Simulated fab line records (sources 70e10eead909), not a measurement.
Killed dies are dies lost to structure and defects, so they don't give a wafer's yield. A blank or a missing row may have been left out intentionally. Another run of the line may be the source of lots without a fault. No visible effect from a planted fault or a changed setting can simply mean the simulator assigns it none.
fab line records ; flow nand_harc
record: lots: 6; wafers: 18; last_day: 25
route steps=1159 shown A_STAIRCASE@617 END@1159
lots that met no fault: taken from a fault-free run of the same line
start_h: the number of hours between the record's first day and the start of the first shown wafer of the lot ; wait_h: how many hours have passed since the lot's step before this one ; " identical to the entry in the row above ; L1.1+2: a row that stands for several wafers ; - value missing, or start not given ; * or withheld: withheld ; < > ~ a bound
route shown NAME@n: a module of which the file shows steps, and the number in the route of the first ; usual: mean/standard deviation of fault-free wafers ; same: alike in all rows ; chamber/n: place in a boat ; sites: the reading at each site ; _std_site: standard deviation across them ; _edge_site: inner sites' mean taken away from outer sites' mean ; radius_mm: how far each site lies from the wafer's centre ; mask NAME#n: copy n ; behind: the tool/chamber that last shaped the wafer ; hold: the reason the lot was held/the length of the hold in hours/how it ended ; device: transistor that didn't switch, given as n, p or np ; end of line: the same wafers' tests at the end of the route ; a step with no rows: only its recipe ; killed: at the first sort, the dies lost to defects and structure; wafer yield is something else ; map: per-die view of a wafer (x killed, . not killed, _ where there is no die)
set.NAME: the setting that was run; set.NAME@STEP: the one run at that earlier step ; model.NAME: the simulator's own value behind a step, which no gauge read
lots seen at some steps along the route; tables by step, rows by wafer
services: a tool's chamber out of use, with start hour (start_h, from the record's first day; less than 0 if before it), hours out, and reason
== steps ==
step: NHARC_A_STAIRCASE_ETCH_223
recipe: target_depth_a: 1000; time_s: 40.5; ion_energy_ev: 400; c4f8_flow_sccm: 20; o2_flow_sccm: 10; ar_flow_sccm: withheld; rf_w: 600; bias_w: 1000; chemistry: C4F8/O2
step: NHARC_A_STAIRCASE_TRIM_224
recipe: time_s: 211.2; o2_flow_sccm: 500; ar_flow_sccm: 0; bias_w: 0; chemistry: O2
step: NHARC_A_STAIRCASE_ETCH_225
recipe: target_depth_a: 1000; time_s: 40.5; ion_energy_ev: 400; c4f8_flow_sccm: 20; o2_flow_sccm: 10; ar_flow_sccm: withheld; rf_w: 600; bias_w: 1000; chemistry: C4F8/O2
usual: oes_product_au: 0.937/0.014; rf_vpp_V: 896/4.8
lot.wafer;tool;chamber;start_h;wait_h;oes_product_au;rf_hours_counter_h;rf_vpp_V
L235.4;rie_diel-01;2;-;-;0.958;40;898
L235.6;rie_diel-01;2;-;-;0.955;-;899
L235.5;rie_diel-01;3;-;-;0.935;-;903
L239.1;rie_diel-06;0;-;-;0.929;6;895
L239.4;rie_diel-06;1;-;-;0.937;-;894
L239.5;rie_diel-06;2;-;-;0.929;-;893
L241.1;rie_diel-02;3;-;-;0.946;49;889
L241.2;rie_diel-02;1;-;-;0.926;43;902
L241.5;rie_diel-02;2;-;-;0.930;-;893
L245.3;rie_diel-01;3;-;-;0.925;5;902
L245.1;rie_diel-01;0;-;-;0.943;4;900
L245.4;rie_diel-01;1;-;-;0.965;4;894
L255.4;rie_diel-06;0;-;-;0.905;51;895
L255.1;rie_diel-06;2;-;-;0.944;50;894
L255.2;rie_diel-06;3;-;-;0.941;40;894
L257.2;rie_diel-02;0;-;-;0.936;13;889
L257.6;rie_diel-02;3;-;-;0.936;-;888
L257.5;rie_diel-02;0;-;-;0.939;-;889
step: NHARC_A_STAIRCASE_TRIM_226
recipe: time_s: 211.2; o2_flow_sccm: 500; ar_flow_sccm: 0; bias_w: 0; chemistry: O2
usual: drypump_motor_current_A: 5.8/0.48; mfc_ar_sccm: 0.006/0.012; oes_product_au: 0.999/0.013; rf_vpp_V: 57.8/0.81; showerhead_plenum_p_Torr: 3.52/0.13; throttle_valve_pct: 17.037/0.0091
lot.wafer;tool;chamber;start_h;wait_h;drypump_motor_current_A;mfc_ar_sccm;oes_product_au;rf_hours_counter_h;rf_vpp_V;showerhead_plenum_p_Torr;throttle_valve_pct
L235.4;rie_diel-01;1;-;-;5.0;0;1.018;41;58.2;3.46;17.037
L235.5;rie_diel-01;2;-;-;5.2;0.000;1.007;-;57.5;3.63;17.045
L235.6;rie_diel-01;3;-;-;6.6;0;0.999;-;57.4;3.68;17.053
L239.1;rie_diel-06;0;-;-;5.6;0;0.990;6;58.7;3.52;17.050
L239.5;rie_diel-06;0;-;-;5.6;0;0.979;-;58.4;3.52;17.026
L239.4;rie_diel-06;1;-;-;5.1;0;1.000;-;57.1;3.50;17.039
L241.2;rie_diel-02;1;-;-;6.1;0;0.983;43;58.4;3.70;17.026
L241.1;rie_diel-02;3;-;-;6.0;0.040;1.007;49;57.5;3.33;17.038
L241.5;rie_diel-02;1;-;-;6.2;0;0.983;-;59.1;3.70;17.041
L245.3;rie_diel-01;1;-;-;5.0;0;1.023;4;57.4;3.44;17.028
L245.1;rie_diel-01;2;-;-;5.2;0.000;0.996;5;58.3;3.61;17.043
L245.4;rie_diel-01;3;-;-;6.6;0;1.005;5;58.4;3.67;17.024
L255.1;rie_diel-06;1;-;-;5.1;0;0.988;48;57.7;3.47;17.034
L255.4;rie_diel-06;2;-;-;5.9;0.017;1.001;51;57.3;3.47;17.038
L255.2;rie_diel-06;3;-;-;6.4;0;1.015;41;57.8;3.46;17.022
L257.2;rie_diel-02;3;-;-;6.0;0.040;1.005;17;57.1;3.32;17.029
L257.6;rie_diel-02;3;-;-;6.0;0.040;1.005;-;58.8;3.32;17.037
L257.5;rie_diel-02;0;-;-;5.9;0.006;0.996;-;57.6;3.32;17.036
step: NHARC_A_STAIRCASE_ETCH_227
recipe: target_depth_a: 1000; time_s: 40.5; ion_energy_ev: 400; c4f8_flow_sccm: 20; o2_flow_sccm: 10; ar_flow_sccm: withheld; rf_w: 600; bias_w: 1000; chemistry: C4F8/O2
usual: oes_product_au: 0.937/0.013; rf_vpp_V: 896/4.8
lot.wafer;tool;chamber;start_h;wait_h;oes_product_au;rf_hours_counter_h;rf_vpp_V
L235.4;rie_diel-01;3;-;-;0.936;42;902
L235.5;rie_diel-01;3;-;-;0.948;-;903
L235.6;rie_diel-01;0;-;-;0.931;-;901
L239.1;rie_diel-06;0;-;-;0.929;6;896
L239.5;rie_diel-06;2;-;-;0.922;-;895
L239.4;rie_diel-06;0;-;-;0.926;-;895
L241.1;rie_diel-02;1;-;-;0.918;43;903
L241.2;rie_diel-02;2;-;-;0.933;44;892
L241.5;rie_diel-02;1;-;-;0.917;-;902
L245.4;rie_diel-01;0;-;-;0.936;5;900
L245.1;rie_diel-01;2;-;-;0.937;5;900
L245.3;rie_diel-01;3;-;-;0.937;5;902
L255.1;rie_diel-06;0;-;-;0.935;52;894
L255.4;rie_diel-06;1;-;-;0.923;48;894
L255.2;rie_diel-06;2;-;-;0.937;51;893
L257.2;rie_diel-02;0;-;-;0.938;14;889
L257.6;rie_diel-02;3;-;-;0.934;-;889
L257.5;rie_diel-02;0;-;-;0.942;-;887
step: NHARC_A_STAIRCASE_TRIM_229
recipe: time_s: 211.2; o2_flow_sccm: 500; ar_flow_sccm: 0; bias_w: 0; chemistry: O2
usual: drypump_motor_current_A: 5.8/0.42; mfc_ar_sccm: 0.008/0.013; oes_product_au: 0.995/0.012; rf_vpp_V: 57.7/0.83; showerhead_plenum_p_Torr: 3.49/0.12; throttle_valve_pct: 17.035/0.0093
lot.wafer;tool;chamber;start_h;wait_h;drypump_motor_current_A;mfc_ar_sccm;oes_product_au;rf_hours_counter_h;rf_vpp_V;showerhead_plenum_p_Torr;throttle_valve_pct
L235.4;rie_diel-02;0;242.87;0.1;6.0;0.006;0.987;34;58.3;3.34;17.034
L235.6;rie_diel-02;0;242.87;0.1;5.9;0.006;0.997;-;55.6;3.34;17.045
L235.5;rie_diel-02;1;242.87;0.1;6.1;0;0.978;-;58.8;3.71;17.038
L239.1;rie_diel-06;2;263.92;0.1;5.8;0.017;0.987;7;56.3;3.50;17.046
L239.5;rie_diel-06;0;263.92;0.1;5.7;0;0.989;-;58.8;3.52;17.030
L239.4;rie_diel-06;2;263.92;0.1;5.9;0.017;0.993;-;58.2;3.50;17.037
L241.2;rie_diel-01;3;285.23;0.1;6.6;0;1.014;58;58.8;3.68;17.036
L241.1;rie_diel-01;0;285.23;0.1;5.9;0;0.982;58;58.4;3.64;17.022
L241.5;rie_diel-01;2;285.23;0.1;5.2;0.000;1.011;-;57.9;3.62;17.028
L245.1;rie_diel-06;2;335.62;0.1;5.9;0.017;0.989;32;56.7;3.48;17.014
L245.4;rie_diel-06;3;335.62;0.1;6.4;0;0.996;19;58.0;3.47;17.034
L245.3;rie_diel-06;1;335.62;0.1;5.1;0;0.974;30;57.6;3.48;17.037
L255.1;rie_diel-06;2;374.46;0.1;5.9;0.017;1.013;51;57.9;3.47;17.032
L255.2;rie_diel-06;3;374.46;0.1;6.4;0;1.008;41;57.3;3.46;17.039
L255.4;rie_diel-06;0;374.46;0.1;5.6;0;0.983;52;57.8;3.50;17.034
L257.2;rie_diel-02;0;384.12;0.1;6.0;0.006;1.005;14;57.1;3.32;17.036
L257.5;rie_diel-02;0;384.12;0.1;5.9;0.006;0.996;-;57.8;3.32;17.037
L257.6;rie_diel-02;3;384.12;0.1;6.0;0.040;0.995;-;56.2;3.32;17.052
step: NHARC_A_STAIRCASE_ETCH_230
recipe: target_depth_a: 1000; time_s: 40.5; ion_energy_ev: 400; c4f8_flow_sccm: 20; o2_flow_sccm: 10; ar_flow_sccm: withheld; rf_w: 600; bias_w: 1000; chemistry: C4F8/O2
step: NHARC_A_STAIRCASE_TRIM_231
recipe: time_s: 211.2; o2_flow_sccm: 500; ar_flow_sccm: 0; bias_w: 0; chemistry: O2
usual: drypump_motor_current_A: 5.8/0.43; mfc_ar_sccm: 0.007/0.013; oes_product_au: 0.995/0.013; rf_vpp_V: 57.8/0.94; showerhead_plenum_p_Torr: 3.50/0.12; throttle_valve_pct: 17.036/0.009
lot.wafer;tool;chamber;start_h;wait_h;drypump_motor_current_A;mfc_ar_sccm;oes_product_au;rf_hours_counter_h;rf_vpp_V;showerhead_plenum_p_Torr;throttle_valve_pct
L235.4;rie_diel-02;1;-;-;6.1;0;0.981;31;58.3;3.71;17.046
L235.5;rie_diel-02;2;-;-;5.7;0.004;0.996;-;58.2;3.47;17.054
L235.6;rie_diel-02;3;-;-;6.0;0.040;1.009;-;58.2;3.34;17.036
L239.1;rie_diel-06;1;-;-;5.1;0;0.999;6;58.7;3.50;17.038
L239.5;rie_diel-06;0;-;-;5.7;0;0.991;-;57.9;3.52;17.034
L239.4;rie_diel-06;1;-;-;5.1;0;0.999;-;58.9;3.50;17.022
L241.1;rie_diel-01;0;-;-;5.9;0;0.983;58;56.9;3.64;17.020
L241.2;rie_diel-01;2;-;-;5.2;0.000;1.014;59;58.4;3.62;17.053
L241.5;rie_diel-01;1;-;-;5.0;0;1.018;-;58.2;3.45;17.031
L245.1;rie_diel-06;1;-;-;5.1;0;0.979;30;58.8;3.48;17.025
L245.4;rie_diel-06;2;-;-;5.9;0.017;0.992;32;58.9;3.48;17.043
L245.3;rie_diel-06;3;-;-;6.4;0;0.995;20;58.3;3.47;17.046
L255.2;rie_diel-06;3;-;-;6.4;0;1.008;41;57.5;3.46;17.033
L255.1;rie_diel-06;1;-;-;5.1;0;0.983;48;58.3;3.47;17.033
L255.4;rie_diel-06;2;-;-;5.9;0.017;0.998;51;57.4;3.47;17.023
L257.2;rie_diel-02;0;384.59;0.1;5.9;0.006;1.005;14;58.2;3.32;17.043
L257.6;rie_diel-02;3;384.59;0.1;6.0;0.040;0.997;-;56.7;3.32;17.029
L257.5;rie_diel-02;0;384.59;0.1;6.0;0.006;0.989;-;57.0;3.32;17.053
step: NHARC_A_STAIRCASE_ETCH_232
recipe: target_depth_a: 1000; time_s: 40.5; ion_energy_ev: 400; c4f8_flow_sccm: 20; o2_flow_sccm: 10; ar_flow_sccm: withheld; rf_w: 600; bias_w: 1000; chemistry: C4F8/O2
step: NHARC_A_STAIRCASE_TRIM_233
recipe: time_s: 211.2; o2_flow_sccm: 500; ar_flow_sccm: 0; bias_w: 0; chemistry: O2
step: NHARC_A_STAIRCASE_ETCH_234
recipe: target_depth_a: 1000; time_s: 40.5; ion_energy_ev: 400; c4f8_flow_sccm: 20; o2_flow_sccm: 10; ar_flow_sccm: withheld; rf_w: 600; bias_w: 1000; chemistry: C4F8/O2
step: NHARC_A_STAIRCASE_TRIM_235
recipe: time_s: 211.2; o2_flow_sccm: 500; ar_flow_sccm: 0; bias_w: 0; chemistry: O2
usual: drypump_motor_current_A: 5.8/0.41; mfc_ar_sccm: 0.008/0.013; oes_product_au: 0.994/0.012; rf_vpp_V: 57.6/0.96; showerhead_plenum_p_Torr: 3.49/0.13; throttle_valve_pct: 17.035/0.0098
lot.wafer;tool;chamber;start_h;wait_h;drypump_motor_current_A;mfc_ar_sccm;oes_product_au;rf_hours_counter_h;rf_vpp_V;showerhead_plenum_p_Torr;throttle_valve_pct
L235.4;rie_diel-02;0;243.71;-;5.9;0.006;0.982;34;56.1;3.34;17.034
L235.6;rie_diel-02;3;243.71;-;6.0;0.040;0.996;-;56.0;3.34;17.056
L235.5;rie_diel-02;0;243.71;-;5.9;0.006;0.980;-;56.7;3.34;17.035
L239.1;rie_diel-06;0;265.02;-;5.6;0;0.989;7;55.2;3.52;17.052
L239.5;rie_diel-06;1;265.02;-;5.2;0;0.986;-;57.7;3.50;17.024
L239.4;rie_diel-06;2;265.02;-;5.9;0.017;0.991;-;59.0;3.50;17.059
L241.2;rie_diel-01;2;285.94;-;5.2;0.000;1.006;59;58.0;3.62;17.040
L241.1;rie_diel-01;1;285.94;-;5.0;0;1.012;58;58.3;3.45;17.038
L241.5;rie_diel-01;3;285.94;-;6.6;0;1.000;-;57.6;3.68;17.025
L245.4;rie_diel-06;3;336.92;-;6.4;0;1.238;20;58.6;3.47;17.035
L245.1;rie_diel-06;0;336.92;-;5.6;0;1.221;33;58.2;3.51;17.038
L245.3;rie_diel-06;1;336.92;-;5.1;0;1.229;31;59.3;3.48;17.038
L255.1;rie_diel-06;1;375.21;-;5.1;0;1.224;49;57.9;3.47;17.034
L255.4;rie_diel-06;2;375.21;-;5.9;0.017;1.240;51;57.1;3.47;17.020
L255.2;rie_diel-06;0;375.21;-;5.6;0;1.216;52;55.1;3.50;17.045
L257.2;rie_diel-02;3;385.24;-;6.0;0.040;0.994;18;57.6;3.32;17.022
L257.5;rie_diel-02;3;385.24;-;6.0;0.040;0.997;-;58.5;3.31;17.036
L257.6;rie_diel-02;0;385.24;-;6.0;0.006;0.993;-;56.9;3.32;17.051
step: NHARC_A_STAIRCASE_ETCH_236
recipe: target_depth_a: 1000; time_s: 40.5; ion_energy_ev: 400; c4f8_flow_sccm: 20; o2_flow_sccm: 10; ar_flow_sccm: withheld; rf_w: 600; bias_w: 1000; chemistry: C4F8/O2
step: NHARC_END_SORT_01
recipe: temp_c: 25
usual: killed_at_array: 29/10; killed_at_other: 0.7/1.1; killed_at_periphery: 3.3/2.4; killed_dies: 33/11; killed_open: 3.3/2; killed_short: 1.9/1.3
same: gross_dies: 677
lot.wafer;tool;chamber;start_h;wait_h;killed_at_array;killed_at_other;killed_at_periphery;killed_dies;killed_open;killed_short
L235.4;prober-02;0;437.59;3.4;32;0;1;33;3;1
L235.5;prober-02;0;438.40;3.7;36;2;1;39;2;2
L235.6;prober-02;0;439.21;4.0;32;1;7;40;6;3
L239.1;prober-01;0;453.31;2.5;16;0;0;16;1;0
L239.4;prober-01;0;455.74;3.4;25;0;0;25;3;1
L239.5;prober-01;0;456.55;3.7;17;0;1;18;2;2
L241.1;prober-01;0;480.32;2.5;43;0;3;46;4;1
L241.2;prober-01;0;481.12;2.8;46;0;5;51;1;5
L241.5;prober-01;0;483.49;3.7;52;0;1;53;6;1
L245.1;prober-01;0;549.56;2.5;660;0;4;664;6;2
L245.3;prober-01;0;551.17;3.1;650;1;3;654;2;3
L245.4;prober-01;0;551.97;3.4;636;5;5;646;2;0
L255.1;prober-01;0;582.17;2.5;644;0;3;647;3;1
L255.2;prober-01;0;582.98;2.8;670;0;2;672;3;0
L255.4;prober-01;0;584.60;3.4;644;0;2;646;4;2
L257.2;prober-01;0;593.56;2.8;45;0;0;45;4;4
L257.5;prober-01;0;595.99;3.7;32;0;1;33;3;1
L257.6;prober-01;0;596.80;4.0;39;1;4;44;1;2
killed by level:class
L235.4 A_SLIT:chamber_film_flake=11 A_CHANNEL_HOLE_D1:chamber_film_flake=10 A_STAIRCASE:chamber_film_flake=3 A_CONTACT:geometric_particle:open=2 A_CONTACT:chamber_film_flake=2 A_BONDPAD:chamber_film_flake=2 P_CONTACT:geometric_particle:open=1 A_CHANNEL_FILL_D1:geometric_particle:short=1
L235.5 A_SLIT:chamber_film_flake=12 A_CHANNEL_HOLE_D1:chamber_film_flake=11 A_WL_FILL:chamber_film_flake=4 A_STAIRCASE:chamber_film_flake=3 A_ONON_D1:geometric_particle:short=1 A_CHANNEL_FILL_D1:geometric_particle:short=1 A_CONTACT:geometric_particle:open=1 STARTING-WAFER:geometric_particle:open=1
L235.6 A_CHANNEL_HOLE_D1:chamber_film_flake=11 A_SLIT:chamber_film_flake=8 A_STAIRCASE:chamber_film_flake=3 A_ONON_D1:geometric_particle:open=2 A_CHANNEL_FILL_D1:geometric_particle:short=2 P_STI:chamber_film_flake=2 A_WL_FILL:chamber_film_flake=2 P_CONTACT:geometric_particle:open=1
L239.1 A_CHANNEL_HOLE_D1:chamber_film_flake=10 A_SLIT:chamber_film_flake=2 A_STAIRCASE:chamber_film_flake=2 A_M0:geometric_particle:open=1 A_ZERO_WELL:chamber_film_flake=1
L239.4 A_CHANNEL_HOLE_D1:chamber_film_flake=14 A_STAIRCASE:chamber_film_flake=3 A_WL_FILL:chamber_film_flake=2 A_ONON_D1:geometric_particle:open=1 A_CONTACT:geometric_particle:open=1 A_CONTACT:geometric_particle:short=1 A_M0:geometric_particle:open=1 A_CONTACT:chamber_film_flake=1
L239.5 A_CHANNEL_HOLE_D1:chamber_film_flake=10 A_STAIRCASE:chamber_film_flake=4 P_GATE:geometric_particle:short=1 A_CHANNEL_FILL_D1:geometric_particle:open=1 A_CONTACT:geometric_particle:short=1 A_M0:geometric_particle:open=1
L241.1 A_CHANNEL_HOLE_D1:chamber_film_flake=14 A_SLIT:chamber_film_flake=14 A_STAIRCASE:chamber_film_flake=6 A_WL_FILL:chamber_film_flake=3 A_CONTACT:geometric_particle:open=2 P_STI:chamber_film_flake=2 A_ZERO_WELL:chamber_film_flake=2 P_GATE:geometric_particle:short=1
L241.2 A_CHANNEL_HOLE_D1:chamber_film_flake=16 A_SLIT:chamber_film_flake=16 A_ZERO_WELL:chamber_film_flake=4 A_CONTACT:chamber_film_flake=4 A_ONON_D1:geometric_particle:short=2 P_GATE:chamber_film_flake=2 A_STAIRCASE:chamber_film_flake=2 P_CONTACT:geometric_particle:short=1
L241.5 A_CHANNEL_HOLE_D1:chamber_film_flake=23 A_SLIT:chamber_film_flake=14 A_STAIRCASE:chamber_film_flake=5 A_CONTACT:geometric_particle:open=3 A_ONON_D1:geometric_particle:open=2 A_CONTACT:chamber_film_flake=2 A_ONON_D1:geometric_particle:short=1 A_WL_FILL:geometric_particle:open=1
L245.1 A_STAIRCASE:area_trim=625 A_CHANNEL_HOLE_D1:chamber_film_flake=13 A_SLIT:chamber_film_flake=13 A_ONON_D1:geometric_particle:open=3 A_WL_FILL:geometric_particle:short=2 P_M0:geometric_particle:open=1 A_CHANNEL_FILL_D1:geometric_particle:open=1 A_M1:geometric_particle:open=1
L245.3 A_STAIRCASE:area_trim=613 A_SLIT:chamber_film_flake=19 A_CHANNEL_HOLE_D1:chamber_film_flake=11 A_M1:geometric_particle:short=2 A_CONTACT:chamber_film_flake=2 P_M0:geometric_particle:open=1 A_CHANNEL_FILL_D1:geometric_particle:short=1 A_CHANNEL_FILL_D1:geometric_particle:open=1
L245.4 A_STAIRCASE:area_trim=601 A_CHANNEL_HOLE_D1:chamber_film_flake=13 A_SLIT:chamber_film_flake=11 A_CONTACT:chamber_film_flake=9 THIN_TSV:chamber_film_flake=5 P_M1:chamber_film_flake=2 P_CONTACT:geometric_particle:open=1 A_CONTACT:geometric_particle:open=1
L255.1 A_STAIRCASE:area_trim=593 A_CHANNEL_HOLE_D1:chamber_film_flake=24 A_SLIT:chamber_film_flake=19 A_SGD_CUT:geometric_particle:open=2 A_STAIRCASE:chamber_film_flake=2 A_CONTACT:chamber_film_flake=2 P_CONTACT:geometric_particle:open=1 A_CONTACT:geometric_particle:short=1
L255.2 A_STAIRCASE:area_trim=616 A_CHANNEL_HOLE_D1:chamber_film_flake=31 A_SLIT:chamber_film_flake=16 A_CONTACT:chamber_film_flake=3 A_STAIRCASE:chamber_film_flake=2 P_M0:geometric_particle:open=1 A_CONTACT:geometric_particle:open=1 A_M1:geometric_particle:open=1
L255.4 A_STAIRCASE:area_trim=595 A_CHANNEL_HOLE_D1:chamber_film_flake=21 A_SLIT:chamber_film_flake=18 A_CONTACT:chamber_film_flake=3 A_STAIRCASE:chamber_film_flake=2 P_STI:geometric_particle:open=1 P_M0:geometric_particle:open=1 A_ONON_D1:geometric_particle:short=1
L257.2 A_SLIT:chamber_film_flake=18 A_CHANNEL_HOLE_D1:chamber_film_flake=13 A_ONON_D1:geometric_particle:open=2 A_ONON_D1:geometric_particle:short=2 A_CHANNEL_FILL_D1:chamber_film_flake=2 A_STAIRCASE:chamber_film_flake=2 A_CHANNEL_HOLE_D1:geometric_particle:open=1 A_WL_FILL:geometric_particle:short=1
L257.5 A_SLIT:chamber_film_flake=14 A_CHANNEL_HOLE_D1:chamber_film_flake=8 A_CONTACT:chamber_film_flake=6 P_M2:geometric_particle:open=1 A_CHANNEL_HOLE_D1:geometric_particle:open=1 A_SGD_CUT:geometric_particle:short=1 A_CONTACT:geometric_particle:open=1 A_STAIRCASE:chamber_film_flake=1
L257.6 A_SLIT:chamber_film_flake=22 A_CHANNEL_HOLE_D1:chamber_film_flake=9 A_CONTACT:chamber_film_flake=4 P_ZERO_WELL:chamber_film_flake=2 P_BONDPAD:chamber_film_flake=2 A_CHANNEL_FILL_D1:geometric_particle:short=1 A_CONTACT:geometric_particle:open=1 A_M1:geometric_particle:short=1
map L245.1 (x killed, . not)
____________x____________
_________xxxxxxx_________
_______xxxxxxxxxxx_______
______xxxxxxxxxxxxx______
_____.xxxxxxxxxxxxx._____
____xxxxxxxxxxxxxxxxx____
____xxxxxxxxxxxxxxxxx____
___xxxxxxxxxxxxxxxxxxx___
___xxxxxxxxxxxxxxxxxxx___
__xxxxxxxxxxxxxxxxxxxxx__
__xxxxxxxxxxxxxxxxxxxxx__
_xxxxxxxxxxxxxxxxxxxxxxx_
_xxxxxxxxxxxxxxxxxxxxxxx_
_xxxxxxxxxxxxxxxxxxxxx.x_
_xxxxxxxxxxxxxxxxxxxxxxx_
_xxxxxxxxxxxxxxxxxxxxxxx_
xxxxxxxxxxxxxxxxxxxxxxxx.
xxxxxxxxxxxxxxxxxxxxxxxxx
xxxxxxxxxxxxxxxxxxxxxxxxx
xxxxxxxxxxxxxxxxxxxxxxxxx
xxxxxxxxxxxxxxxxxxxxxxx.x
_xxxxxxxxxxxxxxxxxxxxxxx_
_xxxxxxxxxxxxxxxxxxxxxxx_
_.xxxxxxxxxxxxxxxxxxxxxx_
_xxxxxxxxxxxxxxxxxxxxxxx_
_xxxxxxxxxxxxxxxxxxxxxx._
__xxxxxxxxxxxxxxxxxxxxx__
__.xxxxxxxxxxxxxxxxx.xx__
___xxxxxxxxxxxxxxxxxxx___
___xxxxxxxxxxxxxxxxxxx___
____xxxxxxxxxxxxxxxxx____
____xxxxxxxxxxxxxxxxx____
_____xxxxxxxxxxxxxxx_____
______xxxxxxxxxxxxx______
_______xxxxxxxx..x_______
_________xxxxx.._________
____________x____________
map L255.2 (x killed, . not)
____________x____________
_________xxxxxxx_________
_______xxxxxxxxxxx_______
______xxxxxxxxxxxxx______
_____xxxxxxxxxxxxxxx_____
____xxxxxxxxxxxxxxxxx____
____xxxxxxxxxxxxxxxxx____
___xxxxxxxxxxxxxxxxxxx___
___xxxxxxxxxxxx.xxxxxx___
__xxxxxxxxxxxxxxxxxxxxx__
__xxxxxxx.xxxxxxxxxxxxx__
_xxxxxxxxxxxxxx.xxxxxxxx_
_xxxxxxxxxxxxxxxxxxxxxxx_
_xxxxxxxxxxxxxxxxxxxxxxx_
_xxxxxx.xxxxxxxxxxxxxxxx_
_xxxxxxxxxxxxxxxxxxxxxxx_
xxxxxxxxxxxxxxxxxxxxxxxxx
xxxxxxxxxxxxxxxxxxxxxxxxx
xxxxxxxxxxxxxxxxxxxxxxxxx
xxxxxxxxxxxxxxxxxxxxxxxxx
xxxxxxxxxxxxxxxxxxxxxxxxx
_xxxxxxxxxxxxxxx.xxxxxxx_
_xxxxxxxxxxxxxxxxxxxxxxx_
_xxxxxxxxxxxxxxxxxxxxxxx_
_xxxxxxxxxxxxxxxxxxxxxxx_
_xxxxxxxxxxxxxxxxxxxxxxx_
__xxxxxxxxxxxxxxxxxxxxx__
__xxxxxxxxxxxxxxxxxxxxx__
___xxxxxxxxxxxxxxxxxxx___
___xxxxxxxxxxxxxxxxxxx___
____xxxxxxxxxxxxxxxxx____
____xxxxxxxxxxxxxxxxx____
_____xxxxxxxxxxxxxxx_____
______xxxxxxxxxxxxx______
_______xxxxxxxxxxx_______
_________xxxxxxx_________
____________x____________
== services ==
tool;chamber;start_h;hours;kind
rie_diel-06;0;220.35;-;clean
rie_diel-06;1;220.35;-;clean
rie_diel-06;2;220.35;-;clean
rie_diel-06;3;220.35;-;clean
rie_diel-02;-;222.35;0.2;repair
rie_diel-06;3;237.56;-;consumable_replace:focus_ring
rie_diel-06;3;237.56;9.0;scheduled_down
rie_diel-06;3;237.56;9.0;vent_cycle
rie_diel-06;-;241.28;9.0;pm
rie_diel-06;0;241.28;9.0;vent_cycle
rie_diel-06;1;241.28;9.9;vent_cycle
rie_diel-06;2;241.28;9.0;vent_cycle
rie_diel-06;0;250.28;-;clean
rie_diel-06;0;250.28;-;consumable_replace:focus_ring
rie_diel-06;2;250.28;-;clean
rie_diel-06;3;250.28;-;clean
rie_diel-06;3;261.21;33.1;repair
rie_diel-06;-;267.38;0.8;repair
rie_diel-06;2;280.77;1.3;repair
rie_diel-01;-;314.80;9.0;pm
rie_diel-02;-;327.70;9.0;pm
rie_diel-02;0;369.04;2.8;repair
rie_diel-02;1;376.46;9.8;repair
rie_diel-02;2;382.81;3.4;repair
== key ==
first_sign: step: NHARC_A_STAIRCASE_TRIM_235; reading: oes_product_au; direction: up; sigmas: 19; usual: 0.994; struck: 1.228
effect: step: NHARC_END_SORT_01; reading: killed_at_array; direction: up; sigmas: 61; usual: 29; struck: 651
more_kills_born_at: NHARC_A_STAIRCASE_TRIM_235@rie_diel-06: 3643
met_at NHARC_A_STAIRCASE_TRIM_235
struck_wafers L245.1,L245.3,L245.4,L255.1,L255.2,L255.4
later_rows_left_out L245.1,L245.3,L245.4,L255.1,L255.2,L255.4
tester_left_out L245,L255
onset_between 265.02 336.92
fault: kind: process_parameter_drift; tool: rie_diel-06; chamber: -; onset_h: 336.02; steps: NHARC_A_STAIRCASE_TRIM_235; channel: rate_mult; offset: 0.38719; shape: step; end_h: 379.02
tester_left_out: of these lots the tester's yield and bins aren't shown, on N5 and GAA mostly nor the transistor test; their killed dies are dies lost to structure and defects alone, not to doping, threshold or leakage, so they don't give the yield
later_rows_left_out: the simulator's readings of these wafers behind a module that went badly wrong aren't trusted and aren't shown, but for the sort
